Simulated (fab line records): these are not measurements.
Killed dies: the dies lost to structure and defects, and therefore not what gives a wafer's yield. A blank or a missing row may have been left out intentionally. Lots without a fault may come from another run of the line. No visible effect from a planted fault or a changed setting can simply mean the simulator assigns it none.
Matching of chambers | flow n5Finfet | N5_BEOL_M11_CURE_72 on uvCure-03 has 3 sister chambers
The step cures SiCOH lowk, time 120 s. 14 wafers are shown with their chamber, then 7 later ones without.

## WAFERS, EACH WITH ITS CHAMBER
wafer  | chamber | wafer_temp_C_max | lampPowerPct (%)
L074.3 | 2       | 371.9            | 52.28
L074.5 | 2       | 371.3            | 52.31
L074.6 | 2       | 371.4            | 52.30
L079.2 | 1       | 371.5            | 52.26
L079.3 | 1       | 371.1            | 52.34
L079.6 | 1       | 371.0            | 52.25
L080.2 | 2       | 371.4            | 52.39
L080.3 | 2       | 370.9            | 52.38
L080.5 | 2       | 371.2            | 52.25
L084.2 | 2       | 371.1            | 52.32
L084.5 | 2       | 370.9            | 52.27
L084.6 | 2       | 371.9            | 52.32
L086.2 | 0       | 371.7            | 52.33
L086.4 | 0       | 372.0            | 52.28

SIGNATURES (averages over the wafers above)
reading          | chamber 0 | chamber 1 | chamber 2 | scatter within a chamber
wafer_temp_C_max | 371.850   | 371.200   | 371.333   | 0.342
lampPowerPct     | 52.3050   | 52.2833   | 52.3133   | 0.0464
Rule: a wafer lies at a distance from a chamber equal to the root of the sum of squares, over the readings, of (its reading less the chamber's mean, divided by the reading's scatter). The wafer belongs to the nearest chamber; if the next one is less than 2 further off, it can't be placed. How the scatter is found: for the shown wafers, subtract from each reading the mean of its chamber, square and add these, divide the total by (wafers less chambers), then take the root.

## WAFERS WITH NO CHAMBER GIVEN
wafer  | wafer_temp_C_max | lampPowerPct (%)
L086.5 | 371.9            | 52.30
L091.1 | 371.2            | 52.27
L091.2 | 371.5            | 52.35
L091.3 | 371.4            | 52.28
L094.1 | 370.8            | 52.44
L094.2 | 371.2            | 52.35
L094.6 | 371.7            | 52.31

## WHICH CHAMBER EACH ONE RAN IN
wafer  | from the rows above          | in truth
L086.5 | can't be placed: 0 or 2 or 1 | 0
L091.1 | can't be placed: 1 or 2 or 0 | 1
L091.2 | can't be placed: 2 or 0 or 1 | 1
L091.3 | can't be placed: 1 or 2 or 0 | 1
L094.1 | can't be placed: 2 or 1 or 0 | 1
L094.2 | can't be placed: 2 or 1 or 0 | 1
L094.6 | can't be placed: 0 or 2 or 1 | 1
Correct placement for 0 of the 7. Cannot be placed on the basis of these rows: 7; the candidates contain the true chamber in 7. Number placed wrongly: 0.
